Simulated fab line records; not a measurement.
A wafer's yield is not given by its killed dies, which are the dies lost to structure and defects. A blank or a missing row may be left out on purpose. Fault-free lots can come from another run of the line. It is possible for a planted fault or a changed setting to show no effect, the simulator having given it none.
fab line records + flow n5-finfet
record:
- lots: 10
- wafers: 28
- last-day: 19
route steps=1938 shown PMOS_HMC_CHANNEL_EPI@67 FIN_SAQP@96 PASSIVATION@1936
lots with no fault: from the same line, run without faults
start-h: hours from the record's first day to the start of the lot's first wafer shown + wait-h: hours since the lot's step before + " same as the row above + L1.1+2: a single row standing in for several wafers + - no value present, or no start provided + * or withheld: withheld + < > ~ a bound
route shown NAME@n: NAME is a module with steps in the file, n the number in the route of the first one + usual: mean/standard deviation taken from wafers without a fault + same: alike in all rows + chamber/n: place in a boat + sites: per-site readings + _std_site: standard deviation across them + _edge_site: mean of outer sites minus mean of inner sites + radius-mm: for every site, how far away it sits from the centre of the wafer + mask NAME#n: copy n + behind: the tool/chamber that last shaped the wafer + hold: cause of the lot's hold/its duration in hours/its outcome + device: names the non-switching transistor (n, p or np) + end of line: tests of these same wafers at the route's end + for a step that has no rows: nothing shown but its recipe + killed: the dies lost at the first sort to structure and to defects; this is not the yield of the wafer + map: a wafer's dies, marking killed ones x, the rest . and places with no die _
set.NAME: setting as actually run; set.NAME@STEP: the setting as run at that earlier step + model.NAME: the simulator's own value behind a step, which no gauge read
steps of the route over a sample of lots; a table a step, a row a wafer
services: the hour from which a tool's chamber was out of use, counted from the record's first day as start-h (under 0 if before that day), plus the number of hours and why
== steps ==
step: N5_PMOS_HMC_CHANNEL_EPI_INSPECT_11
recipe:
- mode: adi
- inspect-instrument: macro
usual:
- raw-defect-count: 2.1/1.5
| lot.wafer | tool              | chamber | start-h | wait-h | raw-defect-count |
|-----------|-------------------|---------|---------|--------|------------------|
| L757.1    | defect-inspect-02 | -       | 29.55   | 0.0    | 2                |
| L757.3    | "                 | -       | "       | "      | 0                |
| L757.5    | "                 | -       | "       | "      | 5                |
| L760.1    | defect-inspect-02 | -       | 42.79   | 0.0    | 2                |
| L760.2    | "                 | -       | "       | "      | 4                |
| L760.6    | "                 | -       | "       | "      | 2                |
| L764.2    | defect-inspect-01 | -       | 65.35   | 0.0    | 5                |
| L764.5    | "                 | -       | "       | "      | 2                |
| L764.6    | "                 | -       | "       | "      | 4                |
| L765.1    | defect-inspect-01 | -       | 71.63   | 0.0    | 2                |
| L765.2    | "                 | -       | "       | "      | 4                |
| L766.1    | defect-inspect-02 | -       | 78.16   | 0.0    | 1                |
| L766.3    | "                 | -       | "       | "      | 3                |
| L766.6    | "                 | -       | "       | "      | 1                |
| L767.1    | defect-inspect-01 | -       | 83.79   | 0.0    | 2                |
| L767.2    | "                 | -       | "       | "      | 1                |
| L767.6    | "                 | -       | "       | "      | 1                |
| L770.2    | defect-inspect-01 | -       | 103.27  | 0.0    | 4                |
| L770.3    | "                 | -       | "       | "      | 1                |
| L770.6    | "                 | -       | "       | "      | 5                |
| L777.1    | defect-inspect-01 | -       | 143.88  | 0.0    | 3                |
| L777.3    | "                 | -       | "       | "      | 0                |
| L777.4    | "                 | -       | "       | "      | 1                |
| L778.4    | defect-inspect-02 | -       | 150.36  | 0.0    | 1                |
| L778.5    | "                 | -       | "       | "      | 5                |
| L779.1    | defect-inspect-02 | -       | 155.35  | 0.0    | 4                |
| L779.2    | "                 | -       | "       | "      | 4                |
| L779.5    | "                 | -       | "       | "      | 0                |
step: N5_PMOS_HMC_CHANNEL_EPI_HM_OPEN_15
recipe:
- chemistry: CHF3/O2
- target: SiO2
- mask-material: CAR-ArF-block
- target-depth-a: 406
- CHF3_flow_sccm: 50
- O2_flow_sccm: 5
- Ar_flow_sccm: 200
- time-s: 20.3
- pressure-mtorr: 30
- source-w: 650
- bias-w: 170
- ion-energy-ev: 200
usual:
- drypump-motor-current-A: 5.6/0.44
- oes_ar_750_au: 0.77/0.086
- oes-product-au: 0.76/0.09
- rf-vpp-V: 524/14
- showerhead-plenum-p-Torr: 2.41/0.081
- throttle-valve-pct: 18.95/0.27
| lot.wafer | tool        | chamber | start-h | wait-h | drypump-motor-current-A | oes_ar_750_au | oes-product-au | rf-hours-counter-h | rf-vpp-V | showerhead-plenum-p-Torr | throttle-valve-pct |
|-----------|-------------|---------|---------|--------|-------------------------|---------------|----------------|--------------------|----------|--------------------------|--------------------|
| L757.1    | rie-diel-02 | 2       | 29.78   | 0.0    | 5.7                     | 0.74          | 0.72           | 196                | 514      | 2.40                     | 19.29              |
| L757.3    | "           | 0       | "       | "      | 6.0                     | 0.76          | 0.76           | 142                | 536      | 2.42                     | 19.01              |
| L757.5    | "           | 2       | "       | "      | 5.7                     | 0.73          | 0.73           | -                  | 513      | 2.40                     | 19.27              |
| L760.1    | rie-diel-05 | 3       | 43.09   | 0.0    | 5.3                     | 0.71          | 0.72           | 198                | 518      | 2.36                     | 19.05              |
| L760.2    | "           | 2       | "       | "      | 5.8                     | 0.71          | 0.69           | 234                | 510      | 2.36                     | 18.88              |
| L760.6    | "           | 1       | "       | "      | 5.5                     | 0.71          | 0.71           | -                  | 521      | 2.37                     | 18.73              |
| L764.2    | rie-diel-02 | 1       | 65.50   | 0.0    | 5.8                     | 0.77          | 0.75           | 144                | 519      | 2.51                     | 19.07              |
| L764.5    | "           | 2       | "       | "      | 5.7                     | 0.72          | 0.72           | -                  | 515      | 2.40                     | 19.31              |
| L764.6    | "           | 1       | "       | "      | 5.8                     | 0.76          | 0.75           | -                  | 520      | 2.51                     | 19.08              |
| L765.1    | rie-diel-02 | 1       | 71.75   | 0.0    | 5.8                     | 0.77          | 0.75           | 147                | 517      | 2.51                     | 19.08              |
| L765.2    | "           | 0       | "       | "      | 6.0                     | 0.75          | 0.75           | 156                | 536      | 2.41                     | 19.01              |
| L766.1    | rie-diel-04 | 2       | 78.85   | 0.0    | 4.9                     | 0.86          | 0.86           | 56                 | 498      | 2.45                     | 18.81              |
| L766.3    | "           | 1       | "       | "      | 6.2                     | 0.71          | 0.71           | 197                | 537      | 2.33                     | 19.19              |
| L766.6    | "           | 0       | "       | "      | 5.3                     | 0.68          | 0.67           | -                  | 544      | 2.27                     | 18.60              |
| L767.1    | rie-diel-04 | 1       | 84.85   | 0.0    | 6.2                     | 0.71          | 0.71           | 201                | 537      | 2.33                     | 19.21              |
| L767.2    | "           | 0       | "       | "      | 5.3                     | 0.67          | 0.68           | 237                | 544      | 2.27                     | 18.60              |
| L767.6    | "           | 1       | "       | "      | 6.2                     | 0.70          | 0.72           | -                  | 536      | 2.33                     | 19.21              |
| L770.2    | rie-diel-04 | 1       | 103.38  | 0.0    | 6.2                     | 0.71          | 0.70           | 208                | 537      | 2.32                     | 19.22              |
| L770.3    | "           | 3       | "       | "      | 5.0                     | 0.94          | 0.96           | 4                  | 535      | 2.49                     | 18.50              |
| L770.6    | "           | 2       | "       | "      | 4.9                     | 0.84          | 0.85           | -                  | 499      | 2.45                     | 18.82              |
| L777.1    | rie-diel-05 | 3       | 144.80  | 0.0    | 5.3                     | 0.69          | 0.70           | 227                | 516      | 2.35                     | 19.10              |
| L777.3    | "           | 2       | "       | "      | 5.8                     | 0.97          | 0.96           | 7                  | 511      | 2.35                     | 18.51              |
| L777.4    | "           | 1       | "       | "      | 5.5                     | 0.69          | 0.70           | -                  | 519      | 2.36                     | 18.79              |
| L778.4    | rie-diel-05 | 3       | 150.49  | 0.0    | 5.3                     | 0.69          | 0.69           | -                  | 517      | 2.35                     | 19.07              |
| L778.5    | "           | 2       | "       | "      | 5.7                     | 0.97          | 0.96           | -                  | 510      | 2.35                     | 18.52              |
| L779.1    | rie-diel-05 | 3       | 155.47  | 0.0    | 5.3                     | 0.69          | 0.69           | 230                | 517      | 2.35                     | 19.08              |
| L779.2    | "           | 1       | "       | "      | 5.6                     | 0.69          | 0.69           | 205                | 520      | 2.36                     | 18.80              |
| L779.5    | "           | 3       | "       | "      | 5.3                     | 0.69          | 0.70           | -                  | 517      | 2.35                     | 19.09              |
step: N5_FIN_SAQP_HM_DEP_03
recipe:
- material: SiNx
- target-thk-a: 380
- temp-c: 400
- precursor: SiH4/NH3/N2
- pressure-torr: 1.5
- rf-w: 300
- time-s: 33.6
usual:
- heater-power-w: 815/110
- showerhead-plenum-p-Torr: 5.18/0.053
- throttle-valve-pct: 39.4/2.7
| lot.wafer | tool     | chamber | start-h | wait-h | heater-power-w | showerhead-plenum-p-Torr | since-wet-clean-h | throttle-valve-pct |
|-----------|----------|---------|---------|--------|----------------|--------------------------|-------------------|--------------------|
| L757.1    | pecvd-01 | 2       | 33.65   | 0.2    | 946            | 5.12                     | 2006              | 38.6               |
| L757.3    | "        | 0       | "       | "      | 682            | 5.05                     | 556               | 39.8               |
| L757.5    | "        | 2       | "       | "      | 934            | 5.11                     | -                 | 38.9               |
| L760.1    | pecvd-04 | 2       | 46.36   | 0.2    | 731            | 5.15                     | 177               | 38.8               |
| L760.2    | "        | 0       | "       | "      | 767            | 5.26                     | 931               | 41.1               |
| L760.6    | "        | 2       | "       | "      | 748            | 5.13                     | -                 | 38.3               |
| L764.2    | pecvd-03 | 0       | 68.73   | 0.2    | 1049           | 5.19                     | 1135              | 39.0               |
| L764.5    | "        | 0       | "       | "      | 982            | 5.21                     | -                 | 38.8               |
| L764.6    | "        | 2       | "       | "      | 767            | 5.16                     | -                 | 34.0               |
| L765.1    | pecvd-01 | 2       | 74.97   | 0.2    | 995            | 5.12                     | 2048              | 38.6               |
| L765.2    | "        | 1       | "       | "      | 830            | 5.20                     | 1323              | 38.8               |
| L766.1    | pecvd-03 | 2       | 82.87   | 0.2    | 734            | 5.17                     | 395               | 34.2               |
| L766.3    | "        | 1       | "       | "      | 956            | 5.19                     | 1874              | 39.9               |
| L766.6    | "        | 0       | "       | "      | 933            | 5.21                     | -                 | 38.6               |
| L767.1    | pecvd-03 | 2       | 90.80   | 0.2    | 694            | 5.15                     | 403               | 34.0               |
| L767.2    | "        | 1       | "       | "      | 891            | 5.20                     | 1882              | 40.2               |
| L767.6    | "        | 0       | "       | "      | 1046           | 5.21                     | -                 | 38.6               |
| L770.2    | pecvd-03 | 0       | 106.93  | 0.2    | 1047           | 5.20                     | 1173              | 38.9               |
| L770.3    | "        | 2       | "       | "      | 773            | 5.18                     | 419               | 34.0               |
| L770.6    | "        | 1       | "       | "      | 969            | 5.20                     | -                 | 40.3               |
| L777.1    | pecvd-01 | 2       | 149.13  | 0.2    | 943            | 5.13                     | 2122              | 38.6               |
| L777.3    | "        | 1       | "       | "      | 799            | 5.21                     | 1397              | 39.2               |
| L777.4    | "        | 2       | "       | "      | 931            | 5.11                     | -                 | 38.9               |
| L778.4    | pecvd-01 | 0       | 154.69  | 0.1    | 661            | 5.05                     | -                 | 40.3               |
| L778.5    | "        | 1       | "       | "      | 864            | 5.20                     | -                 | 39.1               |
| L779.1    | pecvd-04 | 2       | 160.00  | 0.2    | 716            | 5.14                     | 291               | 39.2               |
| L779.2    | "        | 1       | "       | "      | 748            | 5.22                     | 1770              | 44.6               |
| L779.5    | "        | 2       | "       | "      | 720            | 5.15                     | -                 | 39.0               |
step: N5_FIN_SAQP_THK_MEAS_05
usual:
- thk-nm: 38.1/0.51
| lot.wafer | tool          | chamber | start-h | wait-h | thk-nm |
|-----------|---------------|---------|---------|--------|--------|
| L757.1    | film-metro-01 | -       | 33.73   | 0.1    | 37.7   |
| L757.3    | "             | -       | "       | "      | 37.7   |
| L757.5    | "             | -       | "       | "      | 38.5   |
| L760.1    | film-metro-02 | -       | 46.45   | 0.1    | 38.5   |
| L760.2    | "             | -       | "       | "      | 38.4   |
| L760.6    | "             | -       | "       | "      | 39.1   |
| L764.2    | film-metro-01 | -       | 68.82   | 0.1    | 37.3   |
| L764.5    | "             | -       | "       | "      | 38.3   |
| L764.6    | "             | -       | "       | "      | 38.4   |
| L765.1    | film-metro-01 | -       | 75.06   | 0.1    | 37.6   |
| L765.2    | "             | -       | "       | "      | 38.5   |
| L766.1    | film-metro-02 | -       | 82.95   | 0.1    | 38.0   |
| L766.3    | "             | -       | "       | "      | 37.4   |
| L766.6    | "             | -       | "       | "      | 38.3   |
| L767.1    | film-metro-01 | -       | 90.88   | 0.1    | 45.9   |
| L767.2    | "             | -       | "       | "      | 45.7   |
| L767.6    | "             | -       | "       | "      | 47.0   |
| L770.2    | film-metro-01 | -       | 107.02  | 0.1    | 45.5   |
| L770.3    | "             | -       | "       | "      | 45.7   |
| L770.6    | "             | -       | "       | "      | 46.4   |
| L777.1    | film-metro-02 | -       | 149.22  | 0.1    | 37.6   |
| L777.3    | "             | -       | "       | "      | 37.4   |
| L777.4    | "             | -       | "       | "      | 38.3   |
| L778.4    | film-metro-02 | -       | 154.76  | 0.0    | 38.0   |
| L778.5    | "             | -       | "       | "      | 38.7   |
| L779.1    | film-metro-01 | -       | 160.09  | 0.1    | 38.2   |
| L779.2    | "             | -       | "       | "      | 37.8   |
| L779.5    | "             | -       | "       | "      | 39.1   |
step: N5_FIN_SAQP_PECVD_47
recipe:
- material: a-Si
- target-thk-a: 450
- temp-c: 400
- precursor: SiH4/He
- pressure-torr: 3
- rf-w: 100
- time-s: 36.3
usual:
- heater-power-w: 888/100
- showerhead-plenum-p-Torr: 5.69/0.044
- throttle-valve-pct: 18.1/1
| lot.wafer | tool     | chamber | start-h | wait-h | heater-power-w | showerhead-plenum-p-Torr | since-wet-clean-h | throttle-valve-pct |
|-----------|----------|---------|---------|--------|----------------|--------------------------|-------------------|--------------------|
| L757.1    | pecvd-03 | 1       | 33.77   | 0.0    | 1052           | 5.72                     | 1825              | 18.0               |
| L757.3    | "        | 2       | "       | "      | 781            | 5.68                     | 346               | 15.6               |
| L757.5    | "        | 2       | "       | "      | 786            | 5.70                     | -                 | 15.6               |
| L760.1    | pecvd-01 | 1       | 46.49   | 0.0    | 844            | 5.70                     | 1294              | 17.8               |
| L760.2    | "        | 0       | "       | "      | 813            | 5.60                     | 569               | 18.2               |
| L760.6    | "        | 2       | "       | "      | 1020           | 5.65                     | -                 | 17.7               |
| L764.2    | pecvd-01 | 2       | 68.86   | 0.0    | 928            | 5.66                     | 2041              | 17.8               |
| L764.5    | "        | 0       | "       | "      | 769            | 5.62                     | -                 | 17.9               |
| L764.6    | "        | 2       | "       | "      | 935            | 5.65                     | -                 | 17.7               |
| L765.1    | pecvd-03 | 2       | 75.09   | 0.0    | 778            | 5.69                     | 387               | 15.4               |
| L765.2    | "        | 1       | "       | "      | 1024           | 5.71                     | 1866              | 18.3               |
| L766.1    | pecvd-04 | 2       | 82.99   | 0.0    | 889            | 5.68                     | 214               | 17.6               |
| L766.3    | "        | 1       | "       | "      | 901            | 5.71                     | 1693              | 20.3               |
| L766.6    | "        | 1       | "       | "      | 889            | 5.72                     | -                 | 20.2               |
| L767.1    | pecvd-01 | 2       | 90.92   | 0.0    | 984            | 5.65                     | 2064              | 17.6               |
| L767.2    | "        | 1       | "       | "      | 903            | 5.70                     | 1339              | 17.6               |
| L767.6    | "        | 1       | "       | "      | 907            | 5.72                     | -                 | 17.7               |
| L770.2    | pecvd-01 | 0       | 107.05  | 0.0    | 750            | 5.60                     | 630               | 18.0               |
| L770.3    | "        | 2       | "       | "      | 1048           | 5.65                     | 2080              | 17.4               |
| L770.6    | "        | 0       | "       | "      | 744            | 5.61                     | -                 | 18.5               |
| L777.1    | pecvd-04 | 0       | 149.25  | 0.0    | 787            | 5.75                     | 1034              | 18.7               |
| L777.3    | "        | 1       | "       | "      | 902            | 5.70                     | 1759              | 20.0               |
| L777.4    | "        | 2       | "       | "      | 864            | 5.67                     | -                 | 17.8               |
| L778.4    | pecvd-01 | 1       | 154.81  | 0.1    | 828            | 5.71                     | -                 | 17.7               |
| L778.5    | "        | 0       | "       | "      | 724            | 5.60                     | -                 | 18.3               |
| L779.1    | pecvd-04 | 0       | 160.13  | 0.0    | 786            | 5.75                     | 1045              | 19.0               |
| L779.2    | "        | 1       | "       | "      | 882            | 5.71                     | 1770              | 20.1               |
| L779.5    | "        | 1       | "       | "      | 891            | 5.72                     | -                 | 20.2               |
step: N5_FIN_SAQP_HM_OPEN_33
recipe:
- chemistry: CH3F/O2
- target: SiNx
- mask-material: SiO2
- target-depth-a: 494
- time-s: 70.6
- pressure-mtorr: 30
- source-w: 395
- bias-w: 73
- Ar_flow_sccm: 150
- CH3F_flow_sccm: 30
- O2_flow_sccm: 20
- ion-energy-ev: 120
- ends: cleared
usual:
- drypump-motor-current-A: 5.8/0.46
- etch-rf-on-time-s: 70.2/1.9
- oes_ar_750_au: 0.78/0.061
- oes-product-au: 0.66/0.056
- rf-vpp-V: 295/7.9
- showerhead-plenum-p-Torr: 2.03/0.052
- throttle-valve-pct: 16.41/0.24
| lot.wafer | tool        | chamber | start-h | wait-h | drypump-motor-current-A | etch-rf-on-time-s | oes_ar_750_au | oes-product-au | rf-hours-counter-h | rf-vpp-V | showerhead-plenum-p-Torr | throttle-valve-pct |
|-----------|-------------|---------|---------|--------|-------------------------|-------------------|---------------|----------------|--------------------|----------|--------------------------|--------------------|
| L757.1    | rie-diel-01 | 3       | 39.12   | 0.1    | 6.1                     | 66.1              | 0.76          | 0.66           | 173                | 305      | 1.99                     | 16.62              |
| L757.3    | "           | 1       | "       | "      | 5.9                     | 69.2              | 0.75          | 0.64           | 119                | 299      | 1.94                     | 16.36              |
| L757.5    | "           | 3       | "       | "      | 6.1                     | 67.3              | 0.77          | 0.66           | -                  | 306      | 1.99                     | 16.62              |
| L760.1    | rie-diel-03 | 3       | 50.87   | 0.0    | 6.3                     | 68.0              | 0.88          | 0.78           | 37                 | 296      | 1.95                     | 15.84              |
| L760.2    | "           | 1       | "       | "      | 5.5                     | 69.8              | 0.87          | 0.74           | 42                 | 295      | 2.04                     | 16.46              |
| L760.6    | "           | 1       | "       | "      | 5.5                     | 71.5              | 0.86          | 0.73           | -                  | 295      | 2.04                     | 16.43              |
| L764.2    | rie-diel-01 | 3       | 73.50   | 0.1    | 6.1                     | 65.3              | 0.76          | 0.64           | 189                | 305      | 1.98                     | 16.65              |
| L764.5    | "           | 1       | "       | "      | 6.0                     | 70.9              | 0.74          | 0.63           | -                  | 299      | 1.94                     | 16.37              |
| L764.6    | "           | 0       | "       | "      | 6.4                     | 72.9              | 0.79          | 0.68           | -                  | 301      | 2.09                     | 16.33              |
| L765.1    | rie-diel-01 | 1       | 79.37   | 0.1    | 5.9                     | 69.7              | 0.73          | 0.64           | 135                | 299      | 1.94                     | 16.36              |
| L765.2    | "           | 0       | "       | "      | 6.5                     | 73.6              | 0.79          | 0.67           | 106                | 300      | 2.09                     | 16.34              |
| L766.1    | rie-diel-03 | 2       | 88.96   | 0.1    | 5.4                     | 70.6              | 0.73          | 0.63           | 143                | 302      | 1.99                     | 16.04              |
| L766.3    | "           | 0       | "       | "      | 6.1                     | 67.9              | 0.77          | 0.64           | 138                | 280      | 2.03                     | 16.72              |
| L766.6    | "           | 3       | "       | "      | 6.4                     | 68.5              | 0.87          | 0.77           | -                  | 296      | 1.95                     | 15.85              |
| L767.1    | rie-diel-06 | 2       | 96.63   | 0.1    | 5.4                     | 85.6              | 0.76          | 0.65           | 165                | 288      | 1.99                     | 16.22              |
| L767.2    | "           | 0       | "       | "      | 5.7                     | 82.5              | 0.82          | 0.69           | 96                 | 285      | 2.11                     | 16.34              |
| L767.6    | "           | 2       | "       | "      | 5.4                     | 87.7              | 0.76          | 0.65           | -                  | 288      | 1.99                     | 16.23              |
| L770.2    | rie-diel-06 | 3       | 111.63  | 0.1    | 5.3                     | 84.6              | 0.88          | 0.77           | 15                 | 298      | 2.07                     | 16.36              |
| L770.3    | "           | 2       | "       | "      | 5.4                     | 85.3              | 0.75          | 0.64           | 171                | 288      | 1.99                     | 16.23              |
| L770.6    | "           | 3       | "       | "      | 5.2                     | 86.4              | 0.88          | 0.75           | -                  | 297      | 2.07                     | 16.34              |
| L777.1    | rie-diel-06 | 1       | 154.03  | 0.0    | 6.5                     | 68.6              | 0.70          | 0.60           | 229                | 302      | 2.06                     | 16.65              |
| L777.3    | "           | 3       | "       | "      | 5.3                     | 70.2              | 0.85          | 0.74           | 28                 | 298      | 2.06                     | 16.38              |
| L777.4    | "           | 2       | "       | "      | 5.4                     | 72.7              | 0.74          | 0.63           | 185                | 288      | 1.98                     | 16.27              |
| L778.4    | rie-diel-06 | 0       | 159.01  | 0.0    | 5.7                     | 68.1              | 0.79          | 0.68           | 113                | 284      | 2.11                     | 16.37              |
| L778.5    | "           | 0       | "       | "      | 5.8                     | 68.0              | 0.80          | 0.68           | -                  | 282      | 2.11                     | 16.37              |
| L779.1    | rie-diel-06 | 1       | 164.51  | 0.0    | 6.5                     | 71.2              | 0.70          | 0.60           | 232                | 304      | 2.06                     | 16.67              |
| L779.2    | "           | 0       | "       | "      | 5.7                     | 66.8              | 0.79          | 0.68           | 115                | 284      | 2.11                     | 16.38              |
| L779.5    | "           | 1       | "       | "      | 6.5                     | 71.7              | 0.70          | 0.60           | -                  | 304      | 2.06                     | 16.66              |
step: N5_PASSIVATION_PROBE_49
usual:
- killed_at_M0_to_M3: 33/11
- killed_at_M4_up: 13/5.2
- killed-at-contacts: 11/5.7
- killed-at-front-end: 39/11
- killed-at-other: 4/3
- killed-dies: 101/20
- killed-open: 66/15
- killed-short: 33/8.4
same:
- gross-dies: 1180
- killed-at-back-side: 0
| lot.wafer | tool      | chamber | start-h | wait-h | killed_at_M0_to_M3 | killed_at_M4_up | killed-at-contacts | killed-at-front-end | killed-at-other | killed-dies | killed-open | killed-short |
|-----------|-----------|---------|---------|--------|--------------------|-----------------|--------------------|---------------------|-----------------|-------------|-------------|--------------|
| L760.1    | prober-01 | -       | 300.72  | 0.0    | 33                 | 21              | 4                  | 42                  | 1               | 101         | 60          | 40           |
| L760.2    | prober-01 | -       | 300.77  | 0.1    | 13                 | 14              | 18                 | 39                  | 7               | 91          | 56          | 33           |
| L760.6    | prober-01 | -       | 300.97  | 0.3    | 32                 | 12              | 10                 | 38                  | 2               | 94          | 56          | 35           |
| L765.1    | prober-01 | -       | 321.15  | 0.0    | 22                 | 10              | 15                 | 44                  | 6               | 97          | 59          | 36           |
| L765.2    | prober-01 | -       | 321.20  | 0.1    | 33                 | 8               | 8                  | 60                  | 3               | 112         | 69          | 41           |
| L767.1    | prober-01 | -       | 342.43  | 0.0    | 42                 | 7               | 8                  | 62                  | 8               | 127         | 76          | 50           |
| L767.2    | prober-01 | -       | 342.48  | 0.1    | 51                 | 16              | 11                 | 54                  | 1               | 133         | 91          | 42           |
| L767.6    | prober-01 | -       | 342.68  | 0.3    | 21                 | 23              | 13                 | 64                  | 4               | 125         | 77          | 46           |
| L777.1    | prober-02 | -       | 410.60  | 0.0    | 24                 | 13              | 9                  | 55                  | 15              | 116         | 71          | 41           |
| L777.3    | prober-02 | -       | 410.70  | 0.1    | 36                 | 12              | 19                 | 38                  | 2               | 107         | 68          | 37           |
| L777.4    | prober-02 | -       | 410.75  | 0.2    | 47                 | 13              | 18                 | 49                  | 5               | 132         | 90          | 36           |
killed by level:class
L760.1 FIN_SAQP:geometric-particle:short=13 BEOL_M0_SAQP:geometric-particle:short=12 BEOL_M0_SAQP:geometric-particle:open=8 BEOL_M4:geometric-particle:open=8 STI_FIN_REVEAL:geometric-particle:open=7 FIN_SAQP:geometric-particle:open=5 BEOL_M3:geometric-particle:open=4 BEOL_M5:geometric-particle:open=4
L760.2 MOL_CONTACT_COAG:geometric-particle:open=13 FIN_SAQP:geometric-particle:short=7 GATE_CUT:geometric-particle:short=6 GATE_CUT:geometric-particle:open=6 MOL_CONTACT_COAG:geometric-particle:short=5 STARTING-WAFER:geometric-particle:short=5 STARTING-WAFER:geometric-particle:open=5 FIN_SAQP:geometric-particle:open=4
L760.6 BEOL_M3:geometric-particle:open=10 FIN_SAQP:geometric-particle:short=8 STI_FIN_REVEAL:geometric-particle:open=8 MOL_CONTACT_COAG:geometric-particle:open=8 FIN_SAQP:geometric-particle:open=5 GATE_CUT:geometric-particle:short=5 BEOL_M1:geometric-particle:short=5 BEOL_M0_SAQP:geometric-particle:short=4
L765.1 MOL_CONTACT_COAG:geometric-particle:open=12 FIN_SAQP:geometric-particle:short=11 GATE_CUT:geometric-particle:short=9 STI_FIN_REVEAL:geometric-particle:open=5 GATE_CUT:geometric-particle:open=5 BEOL_M3:geometric-particle:open=5 DUMMY_GATE:geometric-particle:open=4 BEOL_M0_SAQP:geometric-particle:short=4
L765.2 STI_FIN_REVEAL:geometric-particle:open=23 BEOL_M0_SAQP:geometric-particle:short=9 MOL_CONTACT_COAG:geometric-particle:open=7 BEOL_M3:geometric-particle:open=7 DUMMY_GATE:geometric-particle:open=6 FIN_SAQP:geometric-particle:short=5 BEOL_M0_SAQP:geometric-particle:open=5 STI_FIN_REVEAL:geometric-particle:short=4
L767.1 STI_FIN_REVEAL:geometric-particle:open=29 FIN_SAQP:geometric-particle:short=12 BEOL_M0_SAQP:geometric-particle:short=8 BEOL_M3:geometric-particle:open=7 BEOL_M1:geometric-particle:short=7 MOL_CONTACT_COAG:geometric-particle:open=6 BEOL_M2:geometric-particle:open=6 BEOL_M0_SAQP:geometric-particle:open=5
L767.2 FIN_SAQP:geometric-particle:short=16 STI_FIN_REVEAL:geometric-particle:open=14 BEOL_M0_SAQP:geometric-particle:open=13 BEOL_M3:geometric-particle:open=13 FIN_SAQP:geometric-particle:open=12 MOL_CONTACT_COAG:geometric-particle:open=9 BEOL_M0_SAQP:geometric-particle:short=9 BEOL_M1:geometric-particle:open=5
L767.6 STI_FIN_REVEAL:geometric-particle:open=26 FIN_SAQP:geometric-particle:short=15 BEOL_M0_SAQP:geometric-particle:short=12 MOL_CONTACT_COAG:geometric-particle:open=11 BEOL_M4:geometric-particle:open=10 FIN_SAQP:geometric-particle:open=9 BEOL_M3:geometric-particle:open=5 STI_FIN_REVEAL:geometric-particle:short=3
L777.1 STI_FIN_REVEAL:geometric-particle:open=22 FIN_SAQP:geometric-particle:short=7 MOL_CONTACT_COAG:geometric-particle:open=7 BEOL_M4:geometric-particle:open=7 DUMMY_GATE:geometric-particle:open=6 BEOL_M0_SAQP:geometric-particle:short=6 STI_FIN_REVEAL:geometric-particle:short=5 PAD_METAL:geometric-particle:open=4
L777.3 MOL_CONTACT_COAG:geometric-particle:open=16 BEOL_M1:geometric-particle:open=10 BEOL_M0_SAQP:geometric-particle:short=9 STI_FIN_REVEAL:geometric-particle:open=7 FIN_SAQP:geometric-particle:open=6 FIN_SAQP:geometric-particle:short=5 DUMMY_GATE:geometric-particle:open=5 BEOL_M2:geometric-particle:open=4
L777.4 MOL_CONTACT_COAG:geometric-particle:open=17 STI_FIN_REVEAL:geometric-particle:open=15 BEOL_M3:geometric-particle:open=13 BEOL_M2:geometric-particle:open=10 BEOL_M1:geometric-particle:open=6 STI_FIN_REVEAL:geometric-particle:short=5 BEOL_M0_SAQP:geometric-particle:short=5 BEOL_M1:geometric-particle:short=5
== services ==
| tool        | chamber | start-h | hours | kind                          |
|-------------|---------|---------|-------|-------------------------------|
| rie-diel-03 | -       | 11.78   | 0.3   | repair                        |
| rie-diel-01 | 0       | 24.77   | 4.8   | repair                        |
| rie-diel-06 | 0       | 27.07   | 16.7  | repair                        |
| rie-diel-06 | 3       | 46.41   | -     | clean                         |
| rie-diel-06 | 3       | 46.41   | -     | consumable-replace:focus-ring |
| pecvd-03    | 1       | 48.15   | 2.1   | scheduled-down                |
| pecvd-03    | 2       | 50.28   | 5.0   | scheduled-down                |
| rie-diel-03 | 3       | 52.75   | 23.1  | repair                        |
| pecvd-03    | 0       | 54.44   | 9.2   | repair                        |
| pecvd-04    | 2       | 59.76   | 10.3  | repair                        |
| rie-diel-04 | 0       | 61.47   | 8.6   | repair                        |
| pecvd-01    | -       | 63.47   | 2.8   | pm                            |
| rie-diel-05 | 1       | 68.25   | 16.4  | repair                        |
| rie-diel-05 | -       | 69.73   | 15.6  | pm                            |
| rie-diel-04 | 2       | 79.75   | 5.4   | repair                        |
| pecvd-03    | 2       | 83.11   | 5.5   | repair                        |
| pecvd-01    | -       | 83.93   | 2.7   | repair                        |
| rie-diel-03 | 1       | 92.41   | 36.0  | repair                        |
| pecvd-04    | 1       | 94.15   | 4.8   | repair                        |
| pecvd-03    | -       | 95.93   | 0.6   | repair                        |
| rie-diel-02 | 0       | 137.14  | 1.7   | repair                        |
| rie-diel-05 | 0       | 139.20  | 12.1  | repair                        |
| pecvd-01    | 1       | 155.76  | 5.5   | scheduled-down                |
| pecvd-03    | -       | 158.00  | 6.0   | pm                            |
== key ==
first-sign:
- step: N5_FIN_SAQP_THK_MEAS_05
- reading: thk-nm
- direction: up
- sigmas: 16
- usual: *
- struck: *
effect:
- step: N5_FIN_SAQP_HM_OPEN_33
- reading: etch-rf-on-time-s
- direction: up
- sigmas: 8.1
- usual: *
- struck: *
met-at N5_FIN_SAQP_HM_DEP_03
struck-lots L767,L770
tester-left-out L767,L770
not-acting-at N5_PMOS_HMC_CHANNEL_EPI_INSPECT_11,N5_PMOS_HMC_CHANNEL_EPI_HM_OPEN_15,N5_FIN_SAQP_PECVD_47
onset-between 82.87 90.80
fault:
- kind: process-parameter-drift
- tool: pecvd-03
- chamber: -
- onset-h: 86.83
- steps: N5_FIN_SAQP_HM_DEP_03
- channel: time-s
- offset: *
- shape: step
- end-h: 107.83
- acts-in: *
- stated: *
tester-left-out: of these lots the tester's yield and bins aren't shown, on N5 and GAA mostly nor the transistor test; their killed dies are dies lost to structure and defects alone, not to doping, threshold or leakage, so they don't give the yield
